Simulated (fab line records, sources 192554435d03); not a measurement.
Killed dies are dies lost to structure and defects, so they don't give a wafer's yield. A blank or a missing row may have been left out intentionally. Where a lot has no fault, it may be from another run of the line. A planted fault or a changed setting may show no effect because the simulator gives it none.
Which tool is to blame? -- flow n5 finfet -- Sampling: 10 lots, 28 wafers, 4 of 1938 route steps

== WHAT THE GAUGES READ, wafer by wafer ==
N5_BEOL_M0_SAQP_CD_MEAS_25 targets a cd of 13.1 nm.
lot,measured,on,cd nm (nm)
L667,day 6 00:00,cd sem-02,13.08 13.37 12.26
L668,day 6 06:31,cd sem-02,12.93 12.83 13.02
L673,day 7 12:16,cd sem-03,5.65 12.84
L674,day 7 15:42,cd sem-02,5.55 12.93
L676,day 8 17:53,cd sem-03,12.56 12.80 12.93
L679,day 9 23:26,cd sem-01,12.81 12.80 13.00
L682,day 10 01:25,cd sem-01,13.10 12.84 12.88
L681,day 10 01:58,cd sem-01,12.80 12.75 12.49
L686,day 11 03:30,cd sem-01,13.17 13.19 13.19
L688,day 11 12:30,cd sem-03,12.59 12.78 12.81

== TOOL THAT RAN EACH LOT (tool first, then ch and the chambers of the sampled wafers, then the start) ==
lot,N5_BEOL_M0_SAQP_RECESS_114,N5_BEOL_M0_SAQP_SPACER1_ALD_98,N5_BEOL_M0_SAQP_MANDREL1_REMOVE_100
L667,"vapor etch-02 ch 0, day 5 22:54","ald sin-03 ch 0,1,3, day 5 23:17","rie si-02 ch 0,1,2, day 5 23:53"
L668,"vapor etch-01 ch 0,1, day 6 05:26","ald sin-03 ch 0,1,3, day 6 05:49","rie si-06 ch 0,2,3, day 6 06:25"
L673,"vapor etch-01 ch 0,1, day 7 11:12","ald sin-03 ch 0,2, day 7 11:35","rie si-02 ch 0,3, day 7 12:09"
L674,"vapor etch-01 ch 0,1, day 7 14:35","ald sin-03 ch 0,3, day 7 14:58","rie si-02 ch 0,1, day 7 15:35"
L676,"vapor etch-01 ch 0,1, day 8 15:34","ald sin-04 ch 0,1,2, day 8 17:13","rie si-02 ch 1,2,3, day 8 17:47"
L679,"vapor etch-01 ch 0,1, day 9 21:58","ald sin-02 ch 0,2,3, day 9 22:40","rie si-02 ch 0,1,3, day 9 23:19"
L682,"vapor etch-01 ch 0,1, day 10 00:13","ald sin-04 ch 0,2,3, day 10 00:45","rie si-02 ch 0,1, day 10 01:19"
L681,"vapor etch-01 ch 0,1, day 10 00:41","ald sin-04 ch 0,2,3, day 10 01:12","rie si-05 ch 0,2,3, day 10 01:51"
L686,"vapor etch-02 ch 0,1, day 11 02:27","ald sin-02 ch 0,2,3, day 11 02:50","rie si-05 ch 0,1,3, day 11 03:24"
L688,"vapor etch-01 ch 0,1, day 11 11:26","ald sin-02 ch 1,2,3, day 11 11:50","rie si-02 ch 0,1,3, day 11 12:23"
- N5_BEOL_M0_SAQP_RECESS_114: chemistry HF/NH3, target SiO2, target depth 14.4 nm, afs cycles 3, sublimation time 60 s.
- N5_BEOL_M0_SAQP_SPACER1_ALD_98: deposits SiO2, target thk 12.8 nm, pulse time 1 s, purge time 2 s.
- N5_BEOL_M0_SAQP_MANDREL1_REMOVE_100: chemistry HBr/Cl2/O2, target a-Si, stops on SiNx, bt time 10 s.

== THE ANSWER, worked out from the rows above alone ==
Rule: usual is defined by the lots themselves. Put in order of their means at a reading, lots are off if they are a third of the lots or fewer, leave a main group of 4 or more, and stand apart from it by a gap of 3 or more times the standard deviation of the main group's means; of several such gaps the widest counts. The tables above print the reading to a certain number of digits; a main group whose means all agree to those digits is not used. A lot without any number at a reading at which 4 lots or more have one is off too. The other lots that the step has rows for count as sound.
Off: L673, L674, at N5_BEOL_M0_SAQP_CD_MEAS_25 (cd nm). For the main group the mean is 12.87 nm and the standard deviation 0.15.
If a tool, at a process step before that reading, ran all the lots that are off and no sound lot after the first of them, it fits. Those tools and the gauges at N5_BEOL_M0_SAQP_CD_MEAS_25 are tried in the same way. One candidate fits, namely ald sin-03 at N5_BEOL_M0_SAQP_SPACER1_ALD_98. Its last sound lot is L668 (day 6 05:49), its first lot that is off L673 (day 7 11:35): a fault that began between those two fits.

== WHAT WAS PUT IN BY THE SIMULATOR ==
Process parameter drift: ald sin-03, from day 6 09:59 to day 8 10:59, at N5_BEOL_M0_SAQP_SPACER1_ALD_98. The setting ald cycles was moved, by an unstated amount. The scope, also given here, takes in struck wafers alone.
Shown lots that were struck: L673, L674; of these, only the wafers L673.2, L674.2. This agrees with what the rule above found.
